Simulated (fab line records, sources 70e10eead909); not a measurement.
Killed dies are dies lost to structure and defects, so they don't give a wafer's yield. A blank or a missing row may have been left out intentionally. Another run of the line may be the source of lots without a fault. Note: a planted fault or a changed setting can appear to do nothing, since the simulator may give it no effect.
fab line records | flow nandHarc
[record] lots = 11 wafers = 33 lastDay = 25
route steps=1159 shown THIN_TSV@1116 END@1159
lots that met no fault: from a run of the same line without faults
startH: start of the lot's first displayed wafer, in hours after the record's first day | waitH: time in hours since the lot's previous step | " as in the row above | L1.1+2: one row covering several wafers at once | - no value, or no start was given | * or withheld: withheld | < > ~ a bound
route shown NAME@n: NAME is a module with steps in the file, n the number in the route of the first one | usual: mean/standard deviation taken from wafers without a fault | same: alike in all rows | chamber/n: place in a boat | sites: the reading at each site | _std_site: standard deviation across them | _edge_site: the outer-site mean with the inner-site mean subtracted | radiusMm: for every site, how far away it sits from the centre of the wafer | mask NAME#n: copy n | behind: tool/chamber where the wafer was last shaped | hold: what put the lot on hold/how long, in hours/how the hold closed | device: the transistor (n, p or np) that didn't switch | end of line: the tests these same wafers got at the end of their route | for a step that has no rows: nothing shown but its recipe | killed: count of dies lost to structure and defects at first sort (not the wafer's yield) | map: dies across one wafer; x = killed, . = not, _ = none there
set.NAME: the setting the step ran with; set.NAME@STEP: the setting that earlier step ran with | model.NAME: the simulator's own value behind a step, which no gauge read
the route's steps for a sample of lots (tables are steps, rows are wafers)
services: from which hour (startH, from the record's first day; less than 0 if before it) a tool's chamber was out of use, for how many hours, and why
[[steps]]
[step NHARC_THIN_TSV_CD_MEAS_12]
[recipe] targetCdNm = 1000 landingEnergyEv = 500
[usual] cdNm = 1000.6/2.2
// columns lot.wafer tool chamber startH waitH cdNm
L162.1 cdSem-02 0 437.12 - 1001.1
L162.3 " 0 " " 1000.5
L162.6 " 0 " " 997.8
L165.3 cdSem-01 0 439.67 - 999.6
L165.4 " 0 " " 999.6
L165.6 " 0 " " 1003.4
L166.2 cdSem-02 0 458.51 - 1007.7
L166.4 " 0 " " 1001.3
L166.5 " 0 " " 1003.3
L167.2 cdSem-03 0 459.70 - 999.7
L167.3 " 0 " " 996.8
L167.4 " 0 " " 1003.3
L168.2 cdSem-03 0 460.94 - 1003.5
L168.3 " 0 " " 1000.3
L168.5 " 0 " " 1001.0
L172.3 cdSem-02 0 487.52 - 1002.6
L172.4 " 0 " " 1000.5
L172.6 " 0 " " 999.3
L173.1 cdSem-03 0 499.67 - 998.9
L173.2 " 0 " " 1001.6
L173.4 " 0 " " 1000.2
L174.1 cdSem-02 0 521.76 - 1001.7
L174.3 " 0 " " 1001.5
L174.6 " 0 " " 1002.9
L183.1 cdSem-03 0 551.51 - 1003.5
L183.3 " 0 " " 1001.8
L183.4 " 0 " " 1000.9
L185.2 cdSem-03 0 555.61 - 998.4
L185.4 " 0 " " 999.7
L185.5 " 0 " " 998.2
L184.2 cdSem-03 0 562.67 - 999.7
L184.5 " 0 " " 998.9
L184.6 " 0 " " 997.8
[step NHARC_THIN_TSV_DESCUM_14]
[recipe] timeS = 3 o2FlowSccm = 200 arFlowSccm = 0 biasPowerW = 0 chemistry = O2
[usual] drypumpMotorCurrentA = 5.7/0.42 oesProductAu = 1.004/0.012 rfVppV = 57.7/0.89 showerheadPlenumPTorr = 1.90/0.087 throttleValvePct = 11.312/0.0086
// columns lot.wafer tool chamber startH waitH drypumpMotorCurrentA oesProductAu rfHoursCounterH rfVppV showerheadPlenumPTorr throttleValvePct
L162.3 rieDiel-08 1 437.28 - 6.2 1.006 12 57.8 1.89 11.318
L162.1 " 2 " " 5.2 0.983 13 57.7 1.80 11.315
L162.6 " 2 " " 5.2 0.994 - 56.6 1.80 11.309
L165.4 rieDiel-02 2 439.85 - 5.6 0.993 7 59.9 2.01 11.314
L165.3 " 3 " " 4.8 1.009 7 59.3 2.01 11.310
L165.6 " 0 " " 5.5 1.000 - 57.6 1.95 11.317
L166.4 rieDiel-02 3 458.69 - 4.8 1.009 8 57.2 2.01 11.315
L166.2 " 0 " " 5.5 0.998 10 57.9 1.95 11.314
L166.5 " 1 " " 5.7 1.004 - 59.2 1.95 11.321
L167.4 rieDiel-08 3 459.86 - 5.4 0.998 15 56.9 1.84 11.306
L167.3 " 1 " " 6.2 1.022 15 56.9 1.89 11.314
L167.2 " 2 " " 5.2 1.000 15 57.1 1.80 11.325
L168.2 rieDiel-08 1 461.11 - 6.2 1.004 15 57.3 1.89 11.304
L168.3 " 2 " " 5.2 1.008 16 57.0 1.80 11.321
L168.5 " 0 " " 6.4 0.994 - 58.9 2.00 11.312
L172.3 rieDiel-02 2 487.67 - 5.6 0.978 10 58.1 2.00 11.306
L172.4 " 1 " " 5.7 0.999 11 58.9 1.95 11.291
L172.6 " 3 " " 4.8 1.004 - 58.8 2.01 11.296
L173.4 rieDiel-08 3 499.84 - 5.4 1.002 1 57.0 1.84 11.314
L173.2 " 0 " " 6.4 1.010 1 58.1 2.00 11.326
L173.1 " 1 " " 6.2 1.009 1 58.2 1.89 11.325
L174.1 rieDiel-08 2 521.92 - 5.2 1.007 3 57.3 1.80 11.310
L174.3 " 0 " " 6.4 1.015 3 57.4 2.00 11.313
L174.6 " 2 " " 5.2 1.018 - 56.9 1.80 11.306
L183.3 rieDiel-13 2 551.67 - 6.0 1.020 4 56.6 1.77 11.310
L183.1 " 3 " " 5.9 1.001 4 58.9 1.95 11.317
L183.4 " 0 " " 5.9 0.997 5 55.3 1.78 11.313
L185.4 rieDiel-13 2 555.78 - 6.1 1.018 5 56.2 1.77 11.318
L185.2 " 0 " " 5.9 0.987 6 57.7 1.78 11.313
L185.5 " 1 " " 5.8 0.988 - 57.9 1.99 11.326
L184.2 rieDiel-13 2 562.83 - 6.0 1.028 5 56.4 1.77 11.295
L184.6 " 1 " " 5.8 0.984 - 56.6 1.98 11.325
L184.5 " 2 " " 6.0 1.019 - 56.2 1.77 11.322
[step NHARC_THIN_TSV_ETCH_44]
[recipe] targetDepthA = 15942 timeS = 797.1 cf4FlowSccm = 150 o2FlowSccm = 10 arFlowSccm = 0 rfW = 300 biasW = 800 chemistry = CF4/O2
[usual] drypumpMotorCurrentA = 5.7/0.44 oesProductAu = 1.004/0.012 rfVppV = 794/4.9 runLengthS = 818.5/0.38 showerheadPlenumPTorr = 1.82/0.079 throttleValvePct = 16.916/0.0089
// columns lot.wafer tool chamber startH waitH drypumpMotorCurrentA oesProductAu rfHoursCounterH rfVppV runLengthS showerheadPlenumPTorr throttleValvePct
L162.3 rieDiel-08 3 437.36 0.1 5.4 1.001 13 789 818.5 1.76 16.916
L162.1 " 0 " " 6.4 0.989 13 798 818.0 1.91 16.919
L162.6 " 0 " " 6.4 0.992 - 798 818.0 1.91 16.910
L165.3 rieDiel-02 2 439.97 0.1 5.6 0.999 7 798 818.3 1.91 16.931
L165.4 " 3 " " 4.8 1.013 7 799 818.9 1.92 16.913
L165.6 " 2 " " 5.6 0.988 - 800 817.9 1.91 16.905
L166.4 rieDiel-02 3 458.87 0.2 4.8 1.011 8 800 819.1 1.92 16.919
L166.2 " 0 " " 5.5 0.998 10 796 818.2 1.87 16.910
L166.5 " 2 " " 5.6 1.004 - 799 818.6 1.91 16.897
L167.2 rieDiel-08 1 460.00 0.1 6.2 1.011 15 794 819.1 1.81 16.911
L167.4 " 2 " " 5.2 0.999 15 788 818.1 1.73 16.917
L167.3 " 3 " " 5.4 1.002 15 790 818.7 1.76 16.946
L168.2 rieDiel-08 2 461.18 0.1 5.2 1.001 16 787 818.0 1.73 16.926
L168.3 " 1 " " 6.2 1.014 15 793 818.7 1.81 16.935
L168.5 " 3 " " 5.4 1.006 - 789 818.3 1.76 16.915
L172.4 rieDiel-02 0 487.81 0.1 5.5 1.005 11 796 818.1 1.87 16.931
L172.3 " 1 " " 5.7 0.997 11 798 818.3 1.87 16.911
L172.6 " 3 " " 4.8 1.008 - 800 818.9 1.92 16.930
L173.1 rieDiel-08 1 499.91 0.1 6.2 1.017 1 791 627.0 1.81 16.918
L173.4 " 2 " " 5.2 1.013 1 787 626.2 1.73 16.903
L173.2 " 0 " " 6.4 1.020 1 799 626.1 1.91 16.914
L174.1 rieDiel-08 2 522.06 0.1 5.2 1.017 3 788 626.0 1.73 16.911
L174.3 " 0 " " 6.4 1.013 3 800 626.4 1.91 16.913
L174.6 " 2 " " 5.2 1.010 - 788 626.5 1.73 16.918
L183.1 rieDiel-13 2 551.76 0.1 6.1 1.020 4 786 818.7 1.71 16.917
L183.4 " 3 " " 5.9 0.996 4 797 818.3 1.87 16.913
L183.3 " 1 " " 5.8 0.990 5 798 818.8 1.90 16.922
L185.2 rieDiel-13 3 555.91 0.1 5.9 1.006 5 796 818.6 1.87 16.911
L185.4 " 0 " " 5.9 1.013 6 787 818.1 1.72 16.910
L185.5 " 2 " " 6.1 1.018 - 787 818.6 1.71 16.906
L184.2 rieDiel-13 2 563.08 0.2 6.1 1.023 5 787 818.9 1.71 16.905
L184.5 " 3 " " 5.9 1.004 - 796 818.6 1.87 16.909
L184.6 " 0 " " 5.9 1.002 - 788 818.1 1.72 16.919
[step NHARC_THIN_TSV_DEP_47]
[recipe] targetThkA = 2000 tempC = withheld pressureTorr = 6.5 rfW = 900 teosFlowSccm = 161.4 flowSccm = 2650 targetThkNm = 200 gas = O2 material = SiO2
[usual] throttleValvePct = 16.0/0.54
// columns lot.wafer tool chamber startH waitH throttleValvePct
L162.1 pecvd-01 2 439.70 - 16.5
L162.3 " 0 " " 16.3
L162.6 " 2 " " 16.7
L165.3 pecvd-01 2 441.63 - 16.7
L165.4 " 2 " " 16.8
L165.6 " 0 " " 16.2
L166.2 pecvd-02 2 460.52 - 15.3
L166.4 " 2 " " 15.2
L166.5 " 0 " " 16.7
L167.3 pecvd-01 0 461.73 - 16.0
L167.2 " 1 " " 15.3
L167.4 " 1 " " 15.3
L168.3 pecvd-01 1 462.86 - 15.4
L168.2 " 2 " " 16.7
L168.5 " 0 " " 16.3
L172.3 pecvd-02 0 489.45 - 16.7
L172.4 " 1 " " 16.6
L172.6 " 2 " " 15.2
L173.1 pecvd-01 2 501.54 - 16.8
L173.2 " 0 " " 16.3
L173.4 " 2 " " 16.6
L174.3 pecvd-04 1 523.71 - 16.2
L174.1 " 0 " " 14.9
L174.6 " 2 " " 16.0
L183.1 pecvd-02 0 553.34 - 16.6
L183.3 " 1 " " 15.6
L183.4 " 2 " " 15.4
L185.2 pecvd-01 1 557.44 - 15.6
L185.4 " 1 " " 15.8
L185.5 " 0 " " 16.7
L184.2 pecvd-02 2 564.55 - 15.5
L184.5 " 2 " " 15.4
L184.6 " 0 " " 16.5
[step NHARC_END_SORT_01]
[recipe] tempC = 25
[usual] defectLimitedYield = 95.0/1.6 killedAtArray = 30/10 killedAtOther = 0.5/0.82 killedAtPeriphery = 2.9/2 killedDies = 34/11 killedOpen = 3.2/1.8 killedShort = 2.0/1.4 sort_bin_2_pct = 1.5/0.68 sort_bin_3_pct = 0.28/0.21 sort_bin_4_pct = 3.1/0.97 sort_bin_6_pct = 0.00/0.012 sortNPass = 643/11 sortRimYieldPct = 94.6/2.9 sortYieldPct = 95.0/1.6
[same] grossDies = 677 sort_bin_5_pct[%] = 0 sort_bin_7_pct[%] = 0 sort_bin_8_pct[%] = 0 sortRimNGross = 106.00
// columns lot.wafer tool chamber startH waitH defectLimitedYield[%] killedAtArray killedAtOther killedAtPeriphery killedDies killedOpen killedShort sort_bin_2_pct[%] sort_bin_3_pct[%] sort_bin_4_pct[%] sort_bin_6_pct[%] sortNPass sortRimYieldPct[%] sortYieldPct[%]
L167.2 prober-02 0 474.92 2.8 95.1 30 0 3 33 0 6 2.1 0.15 2.7 0 644 94.3 95.1
L167.3 prober-02 0 475.71 3.1 95.7 26 0 3 29 2 2 1.3 0.15 2.8 0 648 90.6 95.7
L167.4 prober-02 0 476.51 3.4 96.5 23 0 1 24 1 0 1.2 0 2.4 0 653 94.3 96.5
L172.3 prober-01 0 504.13 3.1 96.9 18 1 2 21 2 1 1.2 0.15 1.8 0 656 98.1 96.9
L172.4 prober-01 0 504.92 3.4 96.8 19 0 3 22 1 2 1.5 0 1.8 0 655 99.1 96.8
L172.6 prober-01 0 506.51 4.0 96.2 25 0 1 26 1 2 1.0 0.15 2.7 0 651 90.6 96.2
L173.1 prober-01 0 515.96 2.5 0 34 640 3 677 6 4 97.0 0 3.0 0 0 0 0
L173.2 prober-01 0 516.73 2.8 0 31 642 4 677 4 2 97.2 0.30 2.5 0 0 0 0
L173.4 prober-01 0 518.28 3.3 0 28 641 8 677 5 1 96.8 0.15 3.1 0 0 0 0
L174.1 prober-01 0 536.54 2.5 0 15 660 2 677 1 1 98.2 0.15 1.6 0 0 0 0
L174.3 prober-01 0 538.13 3.1 0 16 657 4 677 5 2 98.1 0.30 1.6 0 0 0 0
L174.6 prober-01 0 540.51 4.0 0 17 654 6 677 3 3 97.2 0.30 2.5 0 0 0 0
// killed by level:class
L167.2 A_CHANNEL_HOLE_D1:chamberFilmFlake=10 A_SLIT:chamberFilmFlake=10 A_CONTACT:chamberFilmFlake=4 A_CHANNEL_FILL_D1:geometricParticle:short=2 A_WL_FILL:geometricParticle:short=2 A_STAIRCASE:chamberFilmFlake=2 P_CONTACT:geometricParticle:short=1 P_M0:geometricParticle:short=1
L167.3 A_CHANNEL_HOLE_D1:chamberFilmFlake=9 A_SLIT:chamberFilmFlake=9 A_CONTACT:chamberFilmFlake=4 P_STI:geometricParticle:short=1 P_M0:geometricParticle:short=1 A_WL_FILL:geometricParticle:open=1 A_CONTACT:geometricParticle:open=1 P_STI:chamberFilmFlake=1
L167.4 A_SLIT:chamberFilmFlake=11 A_CHANNEL_HOLE_D1:chamberFilmFlake=9 A_BLC:geometricParticle:open=1 P_STI:chamberFilmFlake=1 A_CHANNEL_FILL_D1:chamberFilmFlake=1 A_STAIRCASE:chamberFilmFlake=1
L172.3 A_SLIT:chamberFilmFlake=7 A_CHANNEL_HOLE_D1:chamberFilmFlake=6 A_CONTACT:chamberFilmFlake=2 A_WL_FILL:geometricParticle:open=1 STARTING-WAFER:geometricParticle:open=1 P_ZERO_WELL:chamberFilmFlake=1 P_M1:chamberFilmFlake=1 A_SGD_CUT:unspecified:short=1
L172.4 A_SLIT:chamberFilmFlake=10 A_CHANNEL_HOLE_D1:chamberFilmFlake=3 A_CONTACT:chamberFilmFlake=3 P_M0:geometricParticle:short=1 P_M0:geometricParticle:open=1 A_M0:geometricParticle:short=1 P_GATE:chamberFilmFlake=1 A_SGD_CUT:chamberFilmFlake=1
L172.6 A_SLIT:chamberFilmFlake=13 A_CHANNEL_HOLE_D1:chamberFilmFlake=3 A_STAIRCASE:chamberFilmFlake=3 A_CONTACT:chamberFilmFlake=2 A_SOURCE_PLATE:geometricParticle:short=1 A_ONON_D1:geometricParticle:short=1 A_M0:geometricParticle:open=1 P_M1:chamberFilmFlake=1
L173.1 THIN_TSV:areaEtch=639 A_CHANNEL_HOLE_D1:chamberFilmFlake=19 A_CONTACT:chamberFilmFlake=3 A_CHANNEL_FILL_D1:geometricParticle:short=2 A_CONTACT:geometricParticle:open=2 P_STI:geometricParticle:open=1 P_CONTACT:geometricParticle:open=1 A_SOURCE_PLATE:geometricParticle:short=1
L173.2 THIN_TSV:areaEtch=642 A_CHANNEL_HOLE_D1:chamberFilmFlake=17 A_CONTACT:chamberFilmFlake=5 P_M1:chamberFilmFlake=2 A_CHANNEL_FILL_D1:chamberFilmFlake=2 A_STAIRCASE:chamberFilmFlake=2 P_GATE:geometricParticle:short=1 A_ONON_D1:geometricParticle:open=1
L173.4 THIN_TSV:areaEtch=641 A_CHANNEL_HOLE_D1:chamberFilmFlake=17 A_CONTACT:chamberFilmFlake=5 P_GATE:geometricParticle:open=2 P_GATE:chamberFilmFlake=2 A_CHANNEL_FILL_D1:chamberFilmFlake=2 A_STAIRCASE:chamberFilmFlake=2 P_M0:geometricParticle:open=1
L174.1 THIN_TSV:areaEtch=659 A_CHANNEL_HOLE_D1:chamberFilmFlake=5 A_ZERO_WELL:chamberFilmFlake=3 A_STAIRCASE:chamberFilmFlake=2 A_WL_FILL:chamberFilmFlake=2 A_ONON_D1:geometricParticle:open=1 A_SGD_CUT:geometricParticle:short=1 P_GATE:chamberFilmFlake=1
L174.3 THIN_TSV:areaEtch=657 A_CHANNEL_HOLE_D1:chamberFilmFlake=4 A_STAIRCASE:chamberFilmFlake=4 A_M0:geometricParticle:open=2 P_STI:geometricParticle:open=1 P_M0:geometricParticle:short=1 P_M0:geometricParticle:open=1 A_CHANNEL_HOLE_D1:geometricParticle:short=1
L174.6 THIN_TSV:areaEtch=653 A_CHANNEL_HOLE_D1:chamberFilmFlake=7 P_GATE:chamberFilmFlake=3 A_STAIRCASE:chamberFilmFlake=3 A_ZERO_WELL:chamberFilmFlake=2 P_CONTACT:geometricParticle:open=1 P_CONTACT:geometricParticle:short=1 P_M1:geometricParticle:open=1
[[services]]
// columns tool chamber startH hours kind
pecvd-04 - 414.04 1.8 repair
rieDiel-08 0 416.27 - clean
rieDiel-08 1 416.27 - clean
rieDiel-08 2 416.27 - clean
rieDiel-08 3 416.27 - clean
pecvd-01 - 418.14 13.0 pm
pecvd-04 1 433.42 4.3 repair
pecvd-02 - 435.24 22.6 repair
rieDiel-08 0 440.77 - clean
rieDiel-08 1 440.77 - clean
rieDiel-08 3 471.99 20.8 repair
rieDiel-13 2 472.10 4.7 repair
rieDiel-13 - 480.02 9.0 pm
pecvd-01 - 482.25 5.7 repair
rieDiel-02 - 484.34 0.2 repair
rieDiel-08 - 486.27 9.0 pm
rieDiel-02 - 504.70 9.0 pm
pecvd-02 - 515.22 13.0 pm
rieDiel-02 0 527.82 34.6 repair
pecvd-04 0 531.00 5.6 repair
pecvd-04 - 547.48 1.4 repair
pecvd-01 2 555.00 8.3 repair
pecvd-04 - 557.68 13.0 pm
rieDiel-08 0 563.65 6.4 repair
[[key]]
[firstSign] step = NHARC_THIN_TSV_ETCH_44 reading = runLengthS direction = down sigmas = 99+ usual = * struck = *
[effect] step = NHARC_END_SORT_01 reading = killedAtOther direction = up sigmas = 99+ usual = 0.5 struck = 649
[moreKillsBornAt] NHARC_THIN_TSV_ETCH_44@rieDiel-08 = 3891
metAt NHARC_THIN_TSV_ETCH_44
struckLots L173,L174
laterRowsLeftOut L173.1,L173.2,L173.4,L174.1,L174.3,L174.6
notActingAt NHARC_THIN_TSV_CD_MEAS_12,NHARC_THIN_TSV_DESCUM_14,NHARC_THIN_TSV_DEP_47
onsetBetween 461.18 499.91
[fault] kind = processParameterDrift tool = rieDiel-08 chamber = - onsetH = 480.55 steps = NHARC_THIN_TSV_ETCH_44 channel = timeS offset = * shape = step endH = 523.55 actsIn = * stated = *
// laterRowsLeftOut: the simulator's readings of these wafers behind a module that went badly wrong aren't trusted and aren't shown, but for the sort
